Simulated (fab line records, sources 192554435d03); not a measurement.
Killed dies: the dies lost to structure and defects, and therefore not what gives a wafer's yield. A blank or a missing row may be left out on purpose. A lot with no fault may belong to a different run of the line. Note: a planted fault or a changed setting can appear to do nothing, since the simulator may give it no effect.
Chamber matching + flow n5Finfet + N5_STI_FIN_REVEAL_CMP_04 on cmp-02: 4 sister chambers
The step polishes, stops on Si3N4, t overpolish 4 s, target thk 131.83 nm. 8 wafers are shown with their chamber, then 8 later ones without.

## WAFERS WITH THEIR CHAMBER
| wafer  | chamber | motorCurrentA (A) | timeToEndpointS (s) |
|--------|---------|-------------------|---------------------|
| L079.5 | 0       | 7.3               | 104                 |
| L082.1 | 0       | 7.0               | 103                 |
| L082.3 | 3       | 7.2               | 102                 |
| L082.4 | 2       | 7.9               | 104                 |
| L083.4 | 1       | 9.5               | 103                 |
| L083.5 | 1       | 8.8               | 99                  |
| L083.6 | 2       | 8.7               | 106                 |
| L089.3 | 3       | 7.2               | 109                 |

## WAFERS MISSING THEIR CHAMBER
| wafer  | motorCurrentA (A) | timeToEndpointS (s) |
|--------|-------------------|---------------------|
| L089.4 | 9.3               | 105                 |
| L089.5 | 7.5               | 109                 |
| L092.2 | 8.9               | 106                 |
| L092.3 | 9.6               | 99                  |
| L092.4 | 7.1               | 112                 |
| L094.2 | 7.3               | 112                 |
| L094.3 | 9.4               | 103                 |
| L094.5 | 8.8               | 104                 |

## CHAMBER TAKEN BY EACH
| wafer  | from the rows above          | in truth |
|--------|------------------------------|----------|
| L089.4 | can't be placed: 1 or 2      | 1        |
| L089.5 | can't be placed: 3 or 0 or 2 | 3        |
| L092.2 | can't be placed: 2 or 1      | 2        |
| L092.3 | 1                            | 1        |
| L092.4 | can't be placed: 3 or 0 or 2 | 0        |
| L094.2 | can't be placed: 3 or 0 or 2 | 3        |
| L094.3 | can't be placed: 1 or 2      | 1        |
| L094.5 | can't be placed: 2 or 1      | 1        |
Correct placement for 1 of the 8. Cannot be placed on the basis of these rows: 7; the candidates contain the true chamber in 7. Number placed wrongly: 0.
How it was worked out, from the rows above alone: a wafer's distance from a chamber is the root of the sum, over the readings, of the square of ((its reading less the chamber's mean) divided by the reading's scatter). If the next closest chamber is less than 2 further off than the closest, the wafer can't be placed; otherwise it belongs to the closest. A chamber's mean is the mean of its shown wafers. The scatter is the square root of a quotient: the sum, over the shown wafers, of each reading's squared deviation from its chamber's mean, divided by wafers minus chambers.
